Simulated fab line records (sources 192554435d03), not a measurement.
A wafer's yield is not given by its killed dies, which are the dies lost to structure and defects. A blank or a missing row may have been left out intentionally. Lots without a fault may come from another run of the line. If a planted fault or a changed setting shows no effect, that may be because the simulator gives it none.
8D (eight disciplines) problem report, filled in by code    flow n5Finfet    the parts of the form that need people (team, actions taken, sign-off) are left out

== 1. THE ISSUE ==
Mean of platenRpm at N5_HKMG_FIN_CMP_94: 52.34 rpm across 2 wafers in 2 lots; on wafers with no fault it is 50.29 rpm (standard deviation 0.037). That is +56 standard deviations from the usual mean.
The step: polishes, stops on SiNx, t overpolish 4.7 s, target thk 43.299 nm.
First observed at day 6 01:20: wafer L905.5, on cmp-01. Wafers with a number at this step in the record: 29, from 10 lots. Rule for "out" (also "out of limits"): further than 4 standard deviations from the usual mean. Any other wafer with a number is counted as sound.

== 2. WHAT THIS IS AND IS NOT ==
question                     is                is not
which readings at this step  platenRpm         motorCurrentA
which lots                   L905, L906        L898, L901, L908, L913, L914, L916, L919, L921
which wafers of those lots   L905.5, L906.3    L905.3, L906.1, L906.4
read on which tools          cmp-01            cmp-03, cmp-04
when                         from day 6 01:20  up to then (7 sound wafers); but 20 sound wafers of L906, L908, L913, L914, L916, L919, L921 came after

== 3. SUSPECTS, AND WHAT RULES EACH OUT ==
Counting: any tool at a process step up to the reading remains a suspect provided it ran every lot that is out. Sound lots after the first of them don't rule it out here, since some wafers of a struck lot are sound.
- aldMetal-02 at N5_HKMG_FIN_ALD_21 (deposits TiN, target thk 1.5 nm, pulse time 1 s, purge time 3 s): kept. Every lot that is out went through it, the first being L905 (day 6 00:16); the last sound lot it ran before that was L901 (day 4 23:37).
- cmp-01 at N5_HKMG_FIN_CMP_94 (polishes, stops on SiNx, t overpolish 4.7 s, target thk 43.299 nm): kept. Every lot that is out went through it, the first being L905 (day 6 01:20); the last sound lot it ran before that was L901 (day 5 00:39). On those wafers its own readings are out: platenRpm.
- Within aldMetal-02 at N5_HKMG_FIN_ALD_21: the wafers that are out ran in chambers 2, 3; their sound lot-mates ran in chambers 0, 1.
- cmp-01, N5_HKMG_FIN_CMP_94: wafers that are out in chamber 2, sound lot-mates in chambers 0, 1.
Remaining after the count are aldMetal-02 at N5_HKMG_FIN_ALD_21 and cmp-01 at N5_HKMG_FIN_CMP_94.

== 4. THE CAUSE (what the simulator had put in) ==
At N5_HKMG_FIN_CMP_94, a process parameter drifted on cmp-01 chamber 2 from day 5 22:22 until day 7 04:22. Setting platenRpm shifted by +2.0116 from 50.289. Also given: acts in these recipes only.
After counting, 2 suspects remain, this tool included.

== 5. SEQUENCE OF EFFECTS, ordered by route ==
One row per reading whose mean, taken over the struck wafers that have a number, lies over 3 standard deviations from the usual. Only readings for which the record gives a usual standard deviation are gone through. hours: the time from each lot's start at the first step in this table that gives one to its start at this step, as a median over the lots. sigmas: the change in usual standard deviations.
hours  step                reading    usual      on struck wafers  change  sigmas
0      N5_HKMG_FIN_CMP_94  platenRpm  50.29 rpm  52.34             +2.05   +56
Process steps it contains:
- N5_HKMG_FIN_CMP_94: polishes, stops on SiNx, t overpolish 4.7 s, target thk 43.299 nm.
At these later measuring or inspecting steps, every struck wafer for which the step has a row has a number for every such reading, and none has moved that far: N5_BEOL_M4_RC_MEAS_101.

== 6. HOW IT WOULD HAVE BEEN CAUGHT EARLIER ==
3 hours passed between the start of the fault at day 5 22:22 and the first reading out of limits in this record, taken at day 6 01:20.
